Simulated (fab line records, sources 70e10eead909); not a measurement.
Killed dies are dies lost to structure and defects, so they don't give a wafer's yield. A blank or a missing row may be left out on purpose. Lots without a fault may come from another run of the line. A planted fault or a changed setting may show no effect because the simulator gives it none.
Tool commonality check | flow nand_harc | 12 lots, 36 wafers sampled

WHY IT WAS OPENED
At NHARC_P_GATE_CD_MEAS_91 the reading cd_nm is flagged on 1 of 12 lots. Wafers without a fault read 1999.0 nm, standard deviation 1.9.
Rule: a lot is flagged when every wafer of it that has a number lies more than 4 standard deviations from that mean, or none has a number. The other lots count as sound.

lot  | measured     | on        | cd_nm (nm), wafer by wafer | flag
L459 | day 5 16:58  | cd_sem-02 | 1999.1 2001.9 2000.3       |
L461 | day 5 23:31  | cd_sem-02 | 2001.1 1997.6 2001.5       |
L463 | day 6 14:14  | cd_sem-03 | 1998.9 1996.1 1997.6       |
L468 | day 7 17:34  | cd_sem-01 | 2319.2 2317.9 2322.1       | FLAGGED
L474 | day 9 03:51  | cd_sem-01 | 2001.4 1999.8 2000.2       |
L475 | day 9 22:02  | cd_sem-03 | 1997.9 2000.3 2000.1       |
L476 | day 9 22:47  | cd_sem-01 | 1999.6 1996.7 1997.8       |
L477 | day 10 05:28 | cd_sem-03 | 2000.4 2000.4 2001.2       |
L478 | day 10 05:57 | cd_sem-01 | 1996.3 1999.7 2000.6       |
L479 | day 10 21:56 | cd_sem-01 | 1999.2 1997.5 1995.3       |
L480 | day 10 22:16 | cd_sem-02 | 1999.3 1996.7 1998.8       |
L481 | day 11 03:11 | cd_sem-02 | 1998.4 1995.9 1997.6       |
The numbers of the flagged lots are 2319.7 nm on average: +320.7 nm against the usual, or +99 or more standard deviations.

WHICH TOOL RAN EACH LOT
The record holds 2 process steps before the reading, out of a route of 1159 steps. In each cell: the tool, then ch and the chambers that the sampled wafers went through, then the start.
lot  | flag    | NHARC_P_GATE_STRIP_101             | NHARC_P_GATE_EXPOSE_88
L459 |         | rie_diel-13 ch 0,2, day 5 12:32    | krf_scanner-03 ch 0, day 5 16:49
L461 |         | rie_diel-01 ch 2,3, day 5 18:55    | krf_scanner-02 ch 0, day 5 23:21
L463 |         | rie_diel-13 ch 0,2,3, day 6 09:57  | krf_scanner-03 ch 0, day 6 14:05
L468 | FLAGGED | rie_diel-01 ch 0,2,3, day 7 13:13  | krf_scanner-03 ch 0, day 7 17:25
L474 |         | rie_diel-13 ch 0,3, day 8 23:35    | krf_scanner-01 ch 0, day 9 03:42
L475 |         | rie_diel-01 ch 1,2,3, day 9 17:52  | krf_scanner-01 ch 0, day 9 21:53
L476 |         | rie_diel-13 ch 2,3, day 9 18:21    | krf_scanner-01 ch 0, day 9 22:38
L477 |         | rie_diel-01 ch 1,2,3, day 10 01:04 | krf_scanner-03 ch 0, day 10 05:19
L478 |         | rie_diel-07 ch 0,2,3, day 10 01:32 | krf_scanner-01 ch 0, day 10 05:48
L479 |         | rie_diel-01 ch 1,2,3, day 10 17:48 | krf_scanner-02 ch 0, day 10 21:47
L480 |         | rie_diel-13 ch 0,1,2, day 10 17:51 | krf_scanner-01 ch 0, day 10 22:07
L481 |         | rie_diel-01 ch 0,1,2, day 10 22:48 | krf_scanner-03 ch 0, day 11 03:02
What these steps do:
- NHARC_P_GATE_STRIP_101: strips in O2, time 20 s.
- NHARC_P_GATE_EXPOSE_88: exposes mask P HVN, target cd 2000 nm.
- NHARC_P_GATE_CD_MEAS_91: target cd 2000 nm.

FLAGGED OVER TOTAL, TOOL BY TOOL (the gauges that took the reading come last)
step                    | tool           | lots run | flagged | share of the flagged lots | sound lots run after its first flagged lot
NHARC_P_GATE_STRIP_101  | rie_diel-01    | 6        | 1       | all                       | 4 (L475,L477,L479,L481)
NHARC_P_GATE_STRIP_101  | rie_diel-07    | 1        | 0       | none                      | -
NHARC_P_GATE_STRIP_101  | rie_diel-13    | 5        | 0       | none                      | -
NHARC_P_GATE_EXPOSE_88  | krf_scanner-01 | 5        | 0       | none                      | -
NHARC_P_GATE_EXPOSE_88  | krf_scanner-02 | 2        | 0       | none                      | -
NHARC_P_GATE_EXPOSE_88  | krf_scanner-03 | 5        | 1       | all                       | 2 (L477,L481)
NHARC_P_GATE_CD_MEAS_91 | cd_sem-01      | 5        | 1       | all                       | 4 (L474,L476,L478,L479)
NHARC_P_GATE_CD_MEAS_91 | cd_sem-02      | 4        | 0       | none                      | -
NHARC_P_GATE_CD_MEAS_91 | cd_sem-03      | 3        | 0       | none                      | -

WHAT THE TABLE ALLOWS
3 rows of the table ran every flagged lot: rie_diel-01 at NHARC_P_GATE_STRIP_101, krf_scanner-03 at NHARC_P_GATE_EXPOSE_88, cd_sem-01 at NHARC_P_GATE_CD_MEAS_91.
- rie_diel-01 at NHARC_P_GATE_STRIP_101: 1 of its 6 lots flagged. Sound lots ran on it after the first flagged one (L475, L477, L479, L481), which a lasting fault on the whole tool wouldn't allow.
- krf_scanner-03 at NHARC_P_GATE_EXPOSE_88: 1 of its 5 lots flagged. Sound lots ran on it after the first flagged one (L477, L481), which a lasting fault on the whole tool wouldn't allow.
- cd_sem-01 at NHARC_P_GATE_CD_MEAS_91: 1 of its 5 lots flagged. Sound lots ran on it after the first flagged one (L474, L476, L478, L479), which a lasting fault on the whole tool wouldn't allow.
No row of the table ran every flagged lot and no sound lot after the first.

WHAT THE SIMULATOR HAD PUT IN
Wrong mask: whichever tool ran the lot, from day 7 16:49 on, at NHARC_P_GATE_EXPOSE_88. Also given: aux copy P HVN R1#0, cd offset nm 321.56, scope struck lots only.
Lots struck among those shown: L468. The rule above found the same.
